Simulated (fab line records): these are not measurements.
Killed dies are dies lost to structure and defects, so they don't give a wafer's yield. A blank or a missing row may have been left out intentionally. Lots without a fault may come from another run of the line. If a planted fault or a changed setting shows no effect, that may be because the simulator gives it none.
A struck lot beside a sound one / flow nand_harc / 12 out of 1302 route steps
Sound: wafers L707.1, L707.2, L707.4. Wafers L699.1, L699.3, L699.4 were the ones struck. The cause is named last.
At each step with rows: each side's tool, then ch and its chambers, then its first start. Under that, the readings that differ: sound wafers / struck wafers / difference of the means / sigmas: that difference in standard deviations of wafers without a fault.
alike: a reading whose means differ by less than 2 such deviations, as well as words and numbers matching on both sides. not compared: withheld readings; readings where some wafer has no value; bounds like >300 that might hide an equal value; numbers whose values overlap and for which the record gives no deviation.
A row with sigmas, a row that says differs or no value, or rows on one side alone: a step with any of these is where the two part. When numbers do not overlap yet have no deviation, they are printed without sigmas and do not part them. Lack of a reading on every wafer of one side parts them only where that side has two or more wafers.

NHARC_A_STAIRCASE_TRIM_193: chemistry O2, time 211.2 s.
  sound on rie_diel-13 ch 0,2,3; struck on rie_diel-13 ch 0,1,2
reading=rf_hours_counter_h (h); sound=14 15 14; struck=29 48 29; difference=+21; sigmas=
  alike: drypump_motor_current_A, oes_product_au, rf_vpp_V, showerhead_plenum_p_Torr, throttle_valve_pct
then, 2 steps without rows for these wafers: NHARC_A_STAIRCASE_ETCH_194 (etches the open film in C4F8/O2, target depth 100 nm, time 40.5 s); NHARC_A_STAIRCASE_TRIM_196 (chemistry O2, time 211.2 s).
NHARC_A_STAIRCASE_ETCH_197: etches the open film in C4F8/O2, target depth 100 nm, time 40.5 s.
  sound on rie_diel-12 ch 1,2,3; struck on rie_diel-13 ch 0,1,3
reading=oes_product_au (a.u.); sound=0.974 0.983 0.964; struck=0.950 0.944 0.924; difference=-0.034; sigmas=-2
  alike: rf_vpp_V
  not compared: rf_hours_counter_h
then, 2 steps without rows for these wafers: NHARC_A_STAIRCASE_TRIM_198 (chemistry O2, time 211.2 s); NHARC_A_STAIRCASE_ETCH_199 (etches the open film in C4F8/O2, target depth 100 nm, time 40.5 s).
NHARC_A_STAIRCASE_TRIM_200: chemistry O2, time 211.2 s.
  sound on rie_diel-12 ch 1,2,3; struck on rie_diel-13 ch 0,1,3
  alike: drypump_motor_current_A, oes_product_au, rf_vpp_V, showerhead_plenum_p_Torr, throttle_valve_pct
  not compared: rf_hours_counter_h
then, 1 step without rows for these wafers: NHARC_A_STAIRCASE_ETCH_201 (etches the open film in C4F8/O2, target depth 100 nm, time 40.5 s).
NHARC_A_STAIRCASE_TRIM_202: chemistry O2, time 211.2 s.
  sound on rie_diel-12 ch 1,2,3; struck on rie_diel-13 ch 0,2,3
reading=rf_vpp_V (V); sound=59.9 58.5 59.5; struck=57.5 57.6 56.8; difference=-2.0; sigmas=-2
  alike: drypump_motor_current_A, oes_product_au, showerhead_plenum_p_Torr, throttle_valve_pct
  not compared: rf_hours_counter_h
NHARC_A_STAIRCASE_ETCH_203: etches the open film in C4F8/O2, target depth 100 nm, time 40.5 s.
  sound on rie_diel-12 ch 0,1,3; struck on rie_diel-13 ch 0,2,3
  alike: oes_product_au, rf_vpp_V
  not compared: rf_hours_counter_h
NHARC_A_STAIRCASE_STRIP_205: strips in O2.
  sound on plasma_asher-02 ch 0,1, day 24 22:10; struck on plasma_asher-01 ch 0,1, day 21 08:01
  no value came back on the struck wafers for drypump_motor_current_A (A), heater_power_w (W); on the sound wafers drypump_motor_current_A (A) reads 5.1 5.5 5.4
  not compared: rf_hours_counter_h
then, 1 step without rows for these wafers: NHARC_A_STAIRCASE_STRIP_206 (strips in SPM, time 900 s).

## WHERE THEY PART
First at NHARC_A_STAIRCASE_ETCH_197; last, within this record, at NHARC_A_STAIRCASE_STRIP_205.

WHY: what the simulator had put in
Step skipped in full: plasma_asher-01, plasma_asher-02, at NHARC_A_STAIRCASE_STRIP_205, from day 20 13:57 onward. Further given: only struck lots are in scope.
